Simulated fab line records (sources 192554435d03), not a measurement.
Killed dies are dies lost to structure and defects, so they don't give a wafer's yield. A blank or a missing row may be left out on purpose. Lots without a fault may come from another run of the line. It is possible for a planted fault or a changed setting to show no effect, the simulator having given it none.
fab line records	flow n5-finfet
[record] lots = 11	wafers = 28	last-day = 24
route steps=1938 shown BEOL_M0@738 BEOL_M1@751 BEOL_M4@1111 PASSIVATION@1936
lots that met no fault: from a run of the same line without faults
start-h: the number of hours between the record's first day and the start of the first shown wafer of the lot	wait-h: hours since the lot's step before	" identical to the entry in the row above	L1.1+2: a row that stands for several wafers	- value missing, or start not given	* or withheld: withheld	< > ~ a bound
route shown NAME@n: names a module that has steps shown in the file, with the first one's number in the route	usual: mean and standard deviation over wafers with no fault	same: alike in all rows	chamber/n: place in a boat	sites: the reading at each site	_std_site: how widely they spread, as a standard deviation	_edge_site: outer sites' mean less inner sites'	radius-mm: how far each site lies from the wafer's centre	mask NAME#n: copy n	behind: the most recent tool/chamber to have shaped the wafer	hold: what put the lot on hold/how long, in hours/how the hold closed	device: which transistor (n, p or np) failed to switch	end of line: the tests these same wafers got at the end of their route	a step with no rows: only its recipe	killed: dies that structure and defects cost at the first sort, which is not the same as the wafer's yield	map: a wafer's dies, marking killed ones x, the rest . and places with no die _
set.NAME: setting as actually run; set.NAME@STEP: the setting as run at that earlier step	model.NAME: the simulator's own value behind a step, which no gauge read
route steps across a sampled set of lots; one table per step, one row per wafer
services: the hour from which a tool's chamber was out of use, counted from the record's first day as start-h (under 0 if before that day), plus the number of hours and why
[[steps]]
[step N5_BEOL_M0_SPUTTER_134]
[recipe] material = Cu	target-thk-a = 40	temp-c = -20	chamber-pressure-pa = 0.07	power-w = withheld	time-s = 7.37
[usual] susceptor-temp-C = -20.00/0.11	throttle-valve-pct = 29.7/1.2
lot.wafer	tool	chamber	start-h	wait-h	susceptor-temp-C	throttle-valve-pct
L260.1	pvd-sputter-01	-	138.30	0.0	-20.02	29.0
L260.4	"	-	"	"	-20.01	31.2
L260.6	"	-	"	"	-20.21	27.4
L262.2	pvd-sputter-02	-	146.93	0.0	-19.86	30.2
L262.3	"	-	"	"	-19.92	30.3
L262.6	"	-	"	"	-19.98	30.0
L259.2	pvd-sputter-02	-	149.10	0.0	-19.82	30.0
L259.4	"	-	"	"	-20.15	31.4
L259.5	"	-	"	"	-20.13	30.0
L267.1	pvd-sputter-01	-	170.33	0.0	-20.16	28.6
L267.5	"	-	"	"	-20.11	31.5
L267.6	"	-	"	"	-20.11	27.2
L268.1	pvd-sputter-01	-	178.82	0.0	-19.84	27.4
L268.3	"	-	"	"	-20.09	30.9
L268.4	"	-	"	"	-19.93	28.8
L270.1	pvd-sputter-01	-	194.05	0.0	-19.97	28.5
L270.4	"	-	"	"	-19.79	29.0
L271.2	pvd-sputter-01	-	210.33	0.0	-20.08	27.3
L271.4	"	-	"	"	-19.91	28.4
L275.2	pvd-sputter-03	-	218.87	0.0	-20.11	31.1
L275.6	"	-	"	"	-19.82	29.8
L279.4	pvd-sputter-01	-	252.39	0.0	-20.03	27.0
L279.6	"	-	"	"	-19.99	27.2
L280.4	pvd-sputter-03	-	256.80	0.0	-19.93	29.9
L280.5	"	-	"	"	-19.84	29.9
L280.6	"	-	"	"	-20.06	29.8
L282.1	pvd-sputter-03	-	265.30	0.0	-20.04	29.8
L282.6	"	-	"	"	-20.01	29.6
[step N5_BEOL_M0_ANNEAL_135]
[recipe] temp-c = 400	time-s = 60	ambient = vacuum
[usual] heater-power-w = 827/78	susceptor-temp-C = 399.98/0.21	susceptor_temp_C_max = 400.9/0.41
lot.wafer	tool	chamber	start-h	wait-h	heater-power-w	susceptor-temp-C	susceptor_temp_C_max
L260.1	pvd-sputter-01	-	138.38	0.0	849	399.67	400.5
L260.4	"	-	"	"	713	399.84	400.7
L260.6	"	-	"	"	808	399.80	400.3
L262.2	pvd-sputter-02	-	147.01	0.0	757	400.19	401.1
L262.3	"	-	"	"	860	399.83	400.6
L262.6	"	-	"	"	840	400.02	401.2
L259.2	pvd-sputter-02	-	149.18	0.0	821	399.74	400.7
L259.4	"	-	"	"	904	400.05	400.5
L259.5	"	-	"	"	753	400.18	401.1
L267.1	pvd-sputter-01	-	170.41	0.0	844	399.94	400.8
L267.5	"	-	"	"	698	399.97	400.8
L267.6	"	-	"	"	827	400.14	400.6
L268.1	pvd-sputter-01	-	178.90	0.0	866	400.26	401.0
L268.3	"	-	"	"	707	400.33	401.8
L268.4	"	-	"	"	940	399.95	400.6
L270.1	pvd-sputter-01	-	194.13	0.0	853	400.09	400.9
L270.4	"	-	"	"	928	399.62	400.2
L271.2	pvd-sputter-01	-	210.41	0.0	854	399.60	400.1
L271.4	"	-	"	"	829	400.11	401.0
L275.2	pvd-sputter-03	-	218.95	0.0	873	399.71	401.1
L275.6	"	-	"	"	851	399.74	400.4
L279.4	pvd-sputter-01	-	252.47	0.0	833	399.89	400.3
L279.6	"	-	"	"	852	400.06	400.5
L280.4	pvd-sputter-03	-	256.88	0.0	722	399.75	400.9
L280.5	"	-	"	"	824	399.67	400.7
L280.6	"	-	"	"	898	400.21	401.4
L282.1	pvd-sputter-03	-	265.38	0.0	819	399.93	400.6
L282.6	"	-	"	"	719	400.30	401.5
[step N5_BEOL_M0_ANNEAL_119]
[recipe] temp-c = 225	time-s = 90	ambient = N2
[usual] wafer_temp_C_max = 225.92/0.27
lot.wafer	tool	chamber	start-h	wait-h	wafer_temp_C_max
L260.1	rtp-anneal-02	0	138.62	0.1	226.35
L260.4	"	0	"	"	226.06
L260.6	"	0	"	"	225.99
L262.2	rtp-anneal-01	0	148.02	0.8	226.24
L262.3	"	0	"	"	225.63
L262.6	"	0	"	"	225.90
L259.2	rtp-anneal-01	0	149.46	0.1	226.12
L259.4	"	0	"	"	226.02
L259.5	"	0	"	"	226.10
L267.1	rtp-anneal-01	0	170.67	0.1	226.11
L267.5	"	0	"	"	225.88
L267.6	"	0	"	"	225.71
L268.1	rtp-anneal-01	0	179.13	0.1	225.80
L268.3	"	0	"	"	225.72
L268.4	"	0	"	"	225.83
L270.1	rtp-anneal-01	0	194.46	0.2	225.78
L270.4	"	0	"	"	225.91
L271.2	rtp-anneal-01	0	210.70	0.1	225.60
L271.4	"	0	"	"	225.72
L275.2	rtp-anneal-02	0	219.23	0.1	226.65
L275.6	"	0	"	"	226.13
L279.4	rtp-anneal-02	0	252.84	0.2	226.26
L279.6	"	0	"	"	226.64
L280.4	rtp-anneal-02	0	257.25	0.2	226.30
L280.5	"	0	"	"	226.07
L280.6	"	0	"	"	226.21
L282.1	rtp-anneal-02	0	265.61	0.1	226.25
L282.6	"	0	"	"	225.84
[step N5_BEOL_M1_ILD_DEP_00]
[recipe] material = SiOC	target-thk-a = 790	temp-c = 350	precursor = DEMS/O2	pressure-torr = 5	rf-w = 500	time-s = 15.3
[usual] heater-power-outer-w = 245/55	heater-power-w = 460/89	showerhead-plenum-p-Torr = 5.699/0.016	susceptor-temp-C = 349.98/0.21	throttle-valve-pct = 11.9/0.69
lot.wafer	tool	chamber	start-h	wait-h	heater-power-outer-w	heater-power-w	showerhead-plenum-p-Torr	susceptor-temp-C	throttle-valve-pct
L260.1	pecvd-01	1	139.55	0.0	328	590	5.727	349.78	11.7
L260.4	"	0	"	"	278	476	5.707	350.20	12.1
L260.6	"	2	"	"	236	398	5.702	349.64	10.8
L262.2	pecvd-01	1	148.89	0.0	297	568	5.733	349.95	12.1
L262.3	"	0	"	"	300	496	5.695	350.10	12.1
L262.6	"	0	"	"	295	485	5.712	350.09	12.3
L259.2	pecvd-03	0	150.35	0.0	248	504	5.687	349.69	11.8
L259.4	"	0	"	"	254	492	5.691	349.80	11.8
L259.5	"	1	"	"	209	423	5.707	349.58	12.1
L267.1	pecvd-03	2	171.58	0.0	311	554	5.711	349.88	13.3
L267.5	"	2	"	"	317	554	5.716	350.15	13.4
L267.6	"	0	"	"	234	486	5.681	349.71	11.7
L268.1	pecvd-03	1	180.06	0.0	218	443	5.705	350.41	12.4
L268.3	"	0	"	"	273	532	5.680	349.96	11.9
L268.4	"	1	"	"	227	437	5.701	350.08	12.5
L270.1	pecvd-03	2	195.51	0.0	308	549	5.710	349.98	13.4
L270.4	"	0	"	"	319	592	5.705	-	11.9
L271.2	pecvd-03	0	211.66	0.0	261	521	5.677	349.65	11.9
L271.4	"	1	"	"	193	411	5.712	-	12.2
L275.2	pecvd-03	0	220.39	0.0	298	560	5.704	349.84	11.9
L275.6	"	1	"	"	216	442	5.707	-	12.2
L279.4	pecvd-02	1	253.64	0.1	160	329	5.691	349.84	10.9
L279.6	"	0	"	"	188	387	5.703	349.86	12.2
L280.4	pecvd-02	1	258.04	0.1	171	343	5.705	350.04	10.6
L280.5	"	0	"	"	182	379	5.704	350.21	12.3
L280.6	"	2	"	"	303	496	5.674	350.03	11.7
L282.1	pecvd-02	1	266.53	0.0	153	320	5.698	349.52	10.7
L282.6	"	0	"	"	167	352	5.710	349.97	12.2
[step N5_BEOL_M1_THK_MEAS_01]
[recipe] reads = SiOC_of_BEOL_M1_ILD_DEP_00
[usual] M1_ILD_THK = 78.9/1
lot.wafer	tool	chamber	start-h	wait-h	M1_ILD_THK[nm]
L260.1	film-metro-02	-	139.61	0.0	79.1
L260.4	"	-	"	"	80.7
L260.6	"	-	"	"	79.0
L262.2	film-metro-01	-	148.96	0.1	79.9
L262.3	"	-	"	"	79.0
L262.6	"	-	"	"	80.5
L259.2	film-metro-01	-	150.41	0.1	78.3
L259.4	"	-	"	"	78.7
L259.5	"	-	"	"	79.9
L267.1	film-metro-01	-	171.65	0.0	78.9
L267.5	"	-	"	"	80.2
L267.6	"	-	"	"	79.2
L268.1	film-metro-01	-	180.13	0.0	77.4
L268.3	"	-	"	"	78.1
L268.4	"	-	"	"	78.6
L270.1	film-metro-02	-	195.58	0.0	79.3
L270.4	"	-	"	"	60.9
L271.2	film-metro-01	-	211.72	0.1	77.1
L271.4	"	-	"	"	60.8
L275.2	film-metro-01	-	220.47	0.1	75.5
L275.6	"	-	"	"	61.3
L279.4	film-metro-01	-	253.69	0.0	79.3
L279.6	"	-	"	"	78.8
L280.4	film-metro-02	-	258.10	0.0	79.3
L280.5	"	-	"	"	79.0
L280.6	"	-	"	"	79.1
L282.1	film-metro-01	-	266.59	0.0	77.2
L282.6	"	-	"	"	79.2
[step N5_BEOL_M4_RC_MEAS_101]
[usual] DIBL_N = 35.8/1.6	DIBL_P = 35.6/2	IOFF_N = 0.15/0.031	IOFF_P = 0.20/0.033	ION_N = 668/12	ION_P = 459/6.8	SS_N = 71.4/0.53	SS_P = 73.1/0.63	VT_N = 250/3.5	VT_P = -251/3
lot.wafer	tool	chamber	start-h	wait-h	DIBL_N[mV/V]	DIBL_P[mV/V]	IOFF_N[nA/um]	IOFF_P[nA/um]	ION_N[uA/um]	ION_P[uA/um]	SS_N[mV/dec]	SS_P[mV/dec]	VT_N[mV]	VT_P[mV]
L260.1	prober-01	0	306.28	0.1	34.5	34.8	0.12	0.19	645	443	70.6	73.0	255	-254
L260.4	"	0	"	"	35.5	36.2	0.15	0.21	676	459	71.5	72.9	250	-250
L260.6	"	0	"	"	36.9	37.5	0.17	0.24	672	464	71.9	73.6	248	-250
L262.2	prober-02	0	332.25	0.2	35.0	34.9	0.13	0.16	664	447	71.4	72.5	252	-256
L262.3	"	0	"	"	37.2	37.6	0.18	0.21	681	462	71.7	73.3	248	-254
L262.6	"	0	"	"	33.3	33.1	0.12	0.15	653	454	71.0	72.2	254	-256
L259.2	prober-02	0	347.77	0.2	35.8	36.3	0.16	0.22	674	464	71.8	72.8	251	-249
L259.4	"	0	"	"	36.6	36.9	0.18	0.24	661	451	71.5	73.5	250	-248
L259.5	"	0	"	"	35.5	36.1	0.15	0.22	671	464	71.5	73.1	251	-249
L268.1	prober-01	0	382.72	0.0	37.1	38.1	0.20	0.23	702	472	72.0	73.9	244	-247
L268.3	"	0	"	"	35.8	36.3	0.17	0.20	675	455	71.6	74.0	249	-250
L268.4	"	0	"	"	35.5	35.6	0.17	0.20	696	467	71.9	73.4	246	-251
L267.1	prober-01	0	390.94	0.0	36.9	37.6	0.16	0.21	680	470	71.3	73.9	251	-251
L267.5	"	0	"	"	35.9	36.5	0.14	0.19	666	454	71.4	73.9	252	-253
L267.6	"	0	"	"	35.8	36.0	0.15	0.19	677	464	71.4	73.5	252	-252
L270.1	prober-02	0	391.32	0.0	38.4	39.6	0.24	0.29	691	467	72.4	74.2	244	-246
L270.4	"	0	"	"	34.9	35.3	0.15	0.21	673	465	71.5	73.4	251	-251
L271.2	prober-02	0	402.70	0.2	34.1	33.8	0.11	0.17	655	455	71.3	72.1	253	-253
L271.4	"	0	"	"	35.9	35.9	0.15	0.20	668	461	71.4	72.8	253	-251
L275.2	prober-01	0	404.51	0.2	37.5	37.2	0.17	0.22	679	461	71.5	73.1	246	-253
L275.6	"	0	"	"	36.9	36.1	0.16	0.21	680	462	71.5	73.6	249	-251
L280.4	prober-01	0	436.59	0.5	37.5	36.4	0.16	0.21	662	455	71.3	73.1	249	-249
L280.5	"	0	"	"	35.8	35.5	0.14	0.20	659	462	70.8	73.3	252	-251
L280.6	"	0	"	"	38.9	38.6	0.19	0.24	670	460	71.8	73.6	248	-247
L279.4	prober-01	0	460.39	0.5	37.8	36.4	0.16	0.20	659	456	72.2	74.3	248	-253
L279.6	"	0	"	"	35.0	33.0	0.11	0.16	663	457	71.0	72.4	254	-254
L282.1	prober-01	0	468.03	0.0	38.3	39.7	0.23	0.28	708	480	71.9	73.8	243	-245
L282.6	"	0	"	"	38.3	39.2	0.22	0.27	685	465	71.4	74.4	244	-244
[step N5_PASSIVATION_PROBE_49]
[usual] defect-limited-yield = 90.7/1.5	killed_at_M0_to_M3 = 38/11	killed_at_M4_up = 15/5.5	killed-at-contacts = 12/6	killed-at-front-end = 41/11	killed-at-other = 3.5/2.7	killed-dies = 110/18	killed-open = 72/13	killed-short = 35/8.7	sort_bin_5_function = 5.5/1.1	sort_bin_6_memory = 3.4/0.63	sort_bin_8_speed = 0.01/0.037	sort-n-pass = 1070/18
[same] gross-dies = 1180	killed-at-back-side = 0	sort_bin_4_leakage[%] = 0
lot.wafer	tool	chamber	start-h	wait-h	defect-limited-yield[%]	killed_at_M0_to_M3	killed_at_M4_up	killed-at-contacts	killed-at-front-end	killed-at-other	killed-dies	killed-open	killed-short	sort_bin_5_function[%]	sort_bin_6_memory[%]	sort_bin_8_speed[%]	sort-n-pass
L260.1	prober-01	-	419.43	0.0	90.4	37	15	18	40	3	113	82	28	5.8	3.6	0.08	1066
L260.4	prober-01	-	419.58	0.2	90.0	30	16	19	50	3	118	72	44	6.9	2.5	0	1062
L260.6	prober-01	-	419.68	0.3	89.5	53	10	13	47	1	124	79	44	6.7	3.6	0	1056
L262.2	prober-02	-	440.79	0.1	89.2	39	25	9	52	2	127	79	45	6.7	3.6	0	1053
L262.3	prober-02	-	440.84	0.1	88.9	38	22	3	66	2	131	78	48	6.6	4.2	0	1049
L262.6	prober-02	-	440.99	0.3	90.5	32	16	7	52	5	112	73	38	5.4	3.8	0	1068
L259.2	prober-02	-	469.29	0.1	89.5	51	18	11	40	4	124	82	41	5.8	4.2	0	1056
L259.4	prober-02	-	469.39	0.2	90.3	45	11	22	36	1	115	74	39	6.2	3.2	0	1065
L259.5	prober-02	-	469.44	0.2	90.6	48	11	13	37	2	111	74	36	5.6	3.5	0	1069
L268.1	prober-01	-	510.60	0.0	89.7	37	19	10	49	7	122	65	56	5.7	3.9	0	1058
L268.3	prober-01	-	510.70	0.1	90.3	49	16	8	39	3	115	67	47	5.9	3.4	0	1065
L268.4	prober-01	-	510.75	0.2	86.7	65	10	18	58	6	157	111	46	8.6	4.2	0	1023
L267.1	prober-02	-	510.90	0.0	89.2	60	22	10	31	5	128	85	35	6.2	4.5	0	1052
L267.5	prober-02	-	511.10	0.2	92.8	37	9	9	26	4	85	60	25	4.5	2.5	0	1095
L267.6	prober-02	-	511.15	0.3	90.0	39	19	5	52	3	118	88	29	6.2	3.6	0	1062
L270.1	prober-02	-	512.95	0.0	92.3	30	8	8	45	0	91	64	27	5.3	2.1	0	1089
L270.4	prober-02	-	513.10	0.2	86.2	76	20	6	57	4	163	87	36	5.8	4.2	3.39	1017
L271.2	prober-02	-	517.92	0.1	89.8	26	8	23	63	0	120	85	35	5.4	4.4	0	1060
L271.4	prober-02	-	518.02	0.2	89.2	54	19	14	36	4	127	77	32	6.3	3.0	1.44	1053
L275.2	prober-01	-	524.48	0.1	90.3	36	22	8	41	7	114	76	32	5.6	3.4	0	1066
L275.6	prober-01	-	524.68	0.3	84.2	127	17	13	28	2	187	84	29	5.3	3.8	6.27	993
L280.4	prober-01	-	550.42	0.2	91.4	39	9	8	36	9	101	56	39	4.7	3.1	0	1079
L280.5	prober-01	-	550.47	0.2	91.3	35	19	8	34	7	103	62	35	4.8	3.2	0	1077
L280.6	prober-01	-	550.52	0.3	91.4	35	20	16	26	5	102	67	33	5.0	3.4	0	1078
L279.4	prober-01	-	564.55	0.2	91.5	23	16	15	39	7	100	69	31	5.0	3.3	0	1080
L279.6	prober-01	-	564.65	0.3	92.4	23	18	12	28	9	90	53	37	4.3	3.0	0	1090
L282.1	prober-02	-	572.01	0.0	91.0	32	21	9	40	4	106	67	35	5.8	2.5	0	1074
L282.6	prober-02	-	572.26	0.3	89.5	44	17	11	44	8	124	83	41	5.8	4.2	0	1056
// killed by level:class
L260.1 FIN_SAQP:geometric-particle:open=15 MOL_CONTACT_COAG:geometric-particle:open=15 BEOL_M2:geometric-particle:open=11 BEOL_M4:geometric-particle:open=11 BEOL_M2:geometric-particle:short=8 STI_FIN_REVEAL:geometric-particle:open=7 BEOL_M0_SAQP:geometric-particle:open=7 DUMMY_GATE:geometric-particle:open=5
L260.4 MOL_CONTACT_COAG:geometric-particle:open=13 BEOL_M4:geometric-particle:open=9 STI_FIN_REVEAL:geometric-particle:open=9 GATE_CUT:geometric-particle:short=8 BEOL_M3:geometric-particle:open=7 FIN_SAQP:geometric-particle:open=6 MOL_CONTACT_COAG:geometric-particle:short=5 BEOL_M0_SAQP:geometric-particle:short=5
L260.6 BEOL_M0_SAQP:geometric-particle:open=16 MOL_CONTACT_COAG:geometric-particle:open=10 FIN_SAQP:geometric-particle:open=9 BEOL_M0_SAQP:geometric-particle:short=9 BEOL_M0:geometric-particle:open=9 GATE_CUT:geometric-particle:short=8 STI_FIN_REVEAL:geometric-particle:open=6 DUMMY_GATE:geometric-particle:open=6
L262.2 FIN_SAQP:geometric-particle:short=19 FIN_SAQP:geometric-particle:open=14 BEOL_M0_SAQP:geometric-particle:open=9 BEOL_M4:geometric-particle:open=9 BEOL_M3:geometric-particle:open=8 BEOL_M5:geometric-particle:open=8 BEOL_M2:geometric-particle:open=7 MOL_CONTACT_COAG:geometric-particle:open=6
L262.3 FIN_SAQP:geometric-particle:open=20 FIN_SAQP:geometric-particle:short=15 DUMMY_GATE:geometric-particle:open=10 BEOL_M4:geometric-particle:open=8 BEOL_M0_SAQP:geometric-particle:open=6 BEOL_M0_SAQP:geometric-particle:short=6 BEOL_M1:geometric-particle:open=5 BEOL_M2:geometric-particle:open=5
L262.6 FIN_SAQP:geometric-particle:open=21 FIN_SAQP:geometric-particle:short=12 BEOL_M2:geometric-particle:open=9 BEOL_M4:geometric-particle:open=9 BEOL_M0_SAQP:geometric-particle:short=6 BEOL_M0_SAQP:geometric-particle:open=6 MOL_CONTACT_COAG:geometric-particle:open=5 BEOL_M1:geometric-particle:open=4
L259.2 BEOL_M0_SAQP:geometric-particle:short=14 BEOL_M0_SAQP:geometric-particle:open=13 STI_FIN_REVEAL:geometric-particle:open=12 MOL_CONTACT_COAG:geometric-particle:open=10 BEOL_M2:geometric-particle:open=9 BEOL_M4:geometric-particle:open=8 FIN_SAQP:geometric-particle:open=6 BEOL_M1:geometric-particle:open=6
L259.4 STI_FIN_REVEAL:geometric-particle:open=15 MOL_CONTACT_COAG:geometric-particle:open=15 BEOL_M2:geometric-particle:open=8 BEOL_M3:geometric-particle:open=8 MOL_CONTACT_COAG:geometric-particle:short=7 BEOL_M0_SAQP:geometric-particle:short=7 BEOL_M0_SAQP:geometric-particle:open=7 FIN_SAQP:geometric-particle:open=5
L259.5 MOL_CONTACT_COAG:geometric-particle:open=11 BEOL_M2:geometric-particle:open=10 STI_FIN_REVEAL:geometric-particle:open=8 BEOL_M3:geometric-particle:open=8 BEOL_M0_SAQP:geometric-particle:short=7 BEOL_M1:geometric-particle:open=7 BEOL_M0:geometric-particle:open=6 STARTING-WAFER:geometric-particle:short=6
L268.1 FIN_SAQP:geometric-particle:short=10 GATE_CUT:geometric-particle:short=8 MOL_CONTACT_COAG:geometric-particle:open=7 BEOL_M0_SAQP:geometric-particle:short=6 BEOL_M1:geometric-particle:open=6 STARTING-WAFER:geometric-particle:open=6 DUMMY_GATE:geometric-particle:open=5 GATE_CUT:geometric-particle:open=5
L268.3 STI_FIN_REVEAL:geometric-particle:open=9 BEOL_M1:geometric-particle:short=9 BEOL_M0_SAQP:geometric-particle:short=8 FIN_SAQP:geometric-particle:short=7 GATE_CUT:geometric-particle:short=7 BEOL_M3:geometric-particle:open=7 MOL_CONTACT_COAG:geometric-particle:open=6 BEOL_M0_SAQP:geometric-particle:open=6
L268.4 FIN_SAQP:geometric-particle:open=15 BEOL_M2:geometric-particle:open=15 BEOL_M1:geometric-particle:open=14 MOL_CONTACT_COAG:geometric-particle:open=14 FIN_SAQP:geometric-particle:short=12 BEOL_M3:geometric-particle:open=9 DUMMY_GATE:geometric-particle:open=8 BEOL_M0_SAQP:geometric-particle:open=8
L267.1 BEOL_M2:geometric-particle:open=16 BEOL_M4:geometric-particle:open=11 BEOL_M0:geometric-particle:open=10 BEOL_M0_SAQP:geometric-particle:open=9 MOL_CONTACT_COAG:geometric-particle:open=7 BEOL_M0_SAQP:geometric-particle:short=7 BEOL_M1:geometric-particle:open=6 BEOL_M2:geometric-particle:short=6
L267.5 BEOL_M2:geometric-particle:open=10 MOL_CONTACT_COAG:geometric-particle:open=7 BEOL_M0:geometric-particle:open=7 BEOL_M0_SAQP:geometric-particle:open=6 BEOL_M3:geometric-particle:open=6 STARTING-WAFER:geometric-particle:short=6 DUMMY_GATE:geometric-particle:open=5 BEOL_M0_SAQP:geometric-particle:short=5
L267.6 FIN_SAQP:geometric-particle:open=13 BEOL_M2:geometric-particle:open=13 DUMMY_GATE:geometric-particle:open=12 BEOL_M4:geometric-particle:open=11 STI_FIN_REVEAL:geometric-particle:open=8 BEOL_M1:geometric-particle:open=6 MOL_CONTACT_COAG:geometric-particle:open=4 FIN_SAQP:geometric-particle:short=3
L270.1 FIN_SAQP:geometric-particle:open=10 MOL_CONTACT_COAG:geometric-particle:open=8 BEOL_M0_SAQP:geometric-particle:open=6 GATE_CUT:geometric-particle:open=6 BEOL_M3:geometric-particle:open=6 FIN_SAQP:geometric-particle:short=5 ILD0:geometric-particle:open=5 ILD0:geometric-particle:short=4
L270.4 BEOL_M1:area-ecd=40 STI_FIN_REVEAL:geometric-particle:open=11 FIN_SAQP:geometric-particle:open=10 BEOL_M0_SAQP:geometric-particle:short=8 FIN_SAQP:geometric-particle:short=7 BEOL_M3:geometric-particle:open=7 BEOL_M2:geometric-particle:open=6 MOL_CONTACT_COAG:geometric-particle:open=6
L271.2 MOL_CONTACT_COAG:geometric-particle:open=18 FIN_SAQP:geometric-particle:open=17 STI_FIN_REVEAL:geometric-particle:open=12 BEOL_M2:geometric-particle:open=8 BEOL_M0_SAQP:geometric-particle:short=7 FIN_SAQP:geometric-particle:short=6 DUMMY_GATE:geometric-particle:open=5 ILD0:geometric-particle:open=5
L271.4 BEOL_M1:area-ecd=17 MOL_CONTACT_COAG:geometric-particle:open=11 BEOL_M2:geometric-particle:open=10 FIN_SAQP:geometric-particle:open=7 BEOL_M2:geometric-particle:short=7 BEOL_M3:geometric-particle:open=7 BEOL_M1:geometric-particle:open=6 DUMMY_GATE:geometric-particle:open=5
L275.2 FIN_SAQP:geometric-particle:open=11 BEOL_M3:geometric-particle:open=9 FIN_SAQP:geometric-particle:short=8 BEOL_M4:geometric-particle:open=8 MOL_CONTACT_COAG:geometric-particle:open=6 BEOL_M1:geometric-particle:open=6 STI_FIN_REVEAL:geometric-particle:open=5 BEOL_M0_SAQP:geometric-particle:short=5
L275.6 BEOL_M1:area-ecd=74 BEOL_M1:geometric-particle:open=20 FIN_SAQP:geometric-particle:open=13 BEOL_M4:geometric-particle:open=11 MOL_CONTACT_COAG:geometric-particle:open=11 BEOL_M3:geometric-particle:open=9 BEOL_M0_SAQP:geometric-particle:short=8 BEOL_M0_SAQP:geometric-particle:open=7
L280.4 BEOL_M0_SAQP:geometric-particle:open=12 BEOL_M0_SAQP:geometric-particle:short=12 GATE_CUT:geometric-particle:short=8 BEOL_M2:geometric-particle:open=8 MOL_CONTACT_COAG:geometric-particle:open=6 STI_FIN_REVEAL:geometric-particle:open=5 DUMMY_GATE:geometric-particle:short=4 BEOL_M4:geometric-particle:open=4
L280.5 BEOL_M0_SAQP:geometric-particle:short=10 STI_FIN_REVEAL:geometric-particle:open=9 BEOL_M4:geometric-particle:open=9 BEOL_M0_SAQP:geometric-particle:open=7 BEOL_M2:geometric-particle:open=7 BEOL_M3:geometric-particle:open=7 FIN_SAQP:geometric-particle:open=5 HKMG_FIN:area-etch=5
L280.6 MOL_CONTACT_COAG:geometric-particle:open=14 BEOL_M4:geometric-particle:open=11 BEOL_M0_SAQP:geometric-particle:short=10 BEOL_M2:geometric-particle:open=8 FIN_SAQP:geometric-particle:open=7 BEOL_M0_SAQP:geometric-particle:open=6 GATE_CUT:geometric-particle:short=5 BEOL_M2:geometric-particle:short=4
L279.4 MOL_CONTACT_COAG:geometric-particle:open=13 STI_FIN_REVEAL:geometric-particle:open=11 FIN_SAQP:geometric-particle:open=8 BEOL_M0_SAQP:geometric-particle:short=7 BEOL_M0_SAQP:geometric-particle:open=6 BEOL_M4:geometric-particle:open=6 FIN_SAQP:geometric-particle:short=5 BEOL_M2:geometric-particle:open=4
L279.6 MOL_CONTACT_COAG:geometric-particle:open=10 GATE_CUT:geometric-particle:open=6 FIN_SAQP:geometric-particle:short=5 BEOL_M3:geometric-particle:open=5 BEOL_M0_SAQP:geometric-particle:short=5 BEOL_M5:geometric-particle:open=5 STI_FIN_REVEAL:geometric-particle:open=4 BEOL_M4:geometric-particle:open=4
L282.1 FIN_SAQP:geometric-particle:short=10 FIN_SAQP:geometric-particle:open=10 BEOL_M4:geometric-particle:open=9 BEOL_M2:geometric-particle:open=9 BEOL_M3:geometric-particle:open=9 MOL_CONTACT_COAG:geometric-particle:open=7 BEOL_M0_SAQP:geometric-particle:short=4 BEOL_M1:geometric-particle:open=4
L282.6 BEOL_M0_SAQP:geometric-particle:short=18 FIN_SAQP:geometric-particle:open=10 BEOL_M0_SAQP:geometric-particle:open=10 MOL_CONTACT_COAG:geometric-particle:open=9 STI_FIN_REVEAL:geometric-particle:open=8 BEOL_M3:geometric-particle:open=8 GATE_CUT:geometric-particle:short=6 DUMMY_GATE:geometric-particle:open=6
[[services]]
tool	chamber	start-h	hours	kind
pecvd-02	2	117.88	9.8	repair
pecvd-01	2	132.83	2.1	scheduled-down
rtp-anneal-02	-	139.41	0.8	pm
rtp-anneal-02	-	196.43	3.4	pm
pecvd-02	2	200.45	2.1	scheduled-down
pecvd-01	2	208.61	3.6	repair
pecvd-02	0	213.38	12.1	repair
pecvd-03	2	219.58	4.3	repair
pecvd-03	1	232.71	5.0	scheduled-down
pecvd-02	0	234.51	5.5	scheduled-down
pvd-sputter-01	-	243.28	2.7	repair
pecvd-01	-	255.87	0.3	repair
[[key]]
[first-sign] step = N5_BEOL_M1_THK_MEAS_01	reading = M1_ILD_THK	direction = down	sigmas = 18	usual = 78.9	struck = 61.0
[effect] step = N5_PASSIVATION_PROBE_49	reading = sort_bin_8_speed	direction = up	sigmas = 44	usual = 0.01	struck = 3.70
met-at N5_BEOL_M1_ILD_DEP_00
struck-lots L270,L271,L275
struck-wafers L270.4,L271.4,L275.6
not-acting-at N5_BEOL_M0_SPUTTER_134,N5_BEOL_M0_ANNEAL_135,N5_BEOL_M0_ANNEAL_119
onset-between 180.06 195.51
[fault] kind = process-parameter-drift	tool = pecvd-03	chamber = -	onset-h = 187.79	steps = N5_BEOL_M1_ILD_DEP_00	channel = time-s	offset = *	shape = step	end-h = 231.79	scope = struck-wafers-only	acts-in = *	stated = *
